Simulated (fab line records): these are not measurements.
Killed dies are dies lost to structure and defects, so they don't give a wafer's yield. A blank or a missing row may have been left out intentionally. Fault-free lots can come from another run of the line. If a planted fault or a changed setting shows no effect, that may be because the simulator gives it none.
Which tool was responsible? -- flow nand-harc -- 7 lots, 21 wafers sampled, at 2 steps of a route of 1302

## WHAT EACH GAUGE READ, for each wafer
NHARC_A_ONON_D2_THK_MEAS_11: measures by ellipsometry.
lot,measured,on,thk-nm (nm)
L255,day 13 05:20,film-metro-01,1014 1012 1014
L262,day 15 23:25,film-metro-02,941 941 940
L264,day 16 11:10,film-metro-02,963 964 963
L270,day 19 07:35,film-metro-02,1002 1003 1004
L272,day 19 23:48,film-metro-01,1004 1006 1004
L275,day 21 11:41,film-metro-02,1000 1001 1001
L277,day 22 14:32,film-metro-02,998 1000 1000

## EACH LOT AND THE TOOL THAT RAN IT (in order: tool; ch and the chambers of the sampled wafers; start)
lot,NHARC_A_ONON_D2_DEP_09
L255,"pecvd-onon-03 ch 0, day 13 04:49"
L262,"pecvd-onon-04 ch 0, day 15 22:55"
L264,"pecvd-onon-04 ch 0, day 16 10:47"
L270,"pecvd-onon-03 ch 0, day 19 07:08"
L272,"pecvd-onon-03 ch 0, day 19 23:25"
L275,"pecvd-onon-01 ch 0, day 21 11:10"
L277,"pecvd-onon-01 ch 0, day 22 14:05"
- NHARC_A_ONON_D2_DEP_09: target thk 1000 nm.

## THE ANSWER, worked out from the rows above alone
Rule: what is usual is taken from the lots themselves. The widest of any qualifying gaps counts: lots, ordered by their means at a reading, are off when they make up no more than a third of the lots, leave a main group of 4 or more, and stand apart from it by 3 or more times the standard deviation of that group's means. Not used: any main group whose means are identical at the precision the tables above print for the reading. A lot without any number at a reading at which 4 lots or more have one is off too. Where the step has rows for the other lots, those lots are counted as sound.
Off at NHARC_A_ONON_D2_THK_MEAS_11 (thk-nm): L262, L264. Main group: mean 1004 nm, sd 4.9.
A tool fits if, at a process step before that reading, it ran every lot that is off, and no sound lot after the first of them. Those tools and the gauges at NHARC_A_ONON_D2_THK_MEAS_11 are tried in the same way. One fits: NHARC_A_ONON_D2_DEP_09 on pecvd-onon-04. It ran no sound lot before its first lot that is off in this sample, so the start can't be narrowed down.

## WHAT THE SIMULATOR PUT IN
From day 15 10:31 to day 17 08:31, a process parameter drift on pecvd-onon-04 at NHARC_A_ONON_D2_DEP_09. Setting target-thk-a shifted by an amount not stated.
Shown lots that were struck: L262, L264. Same finding as the rule above.
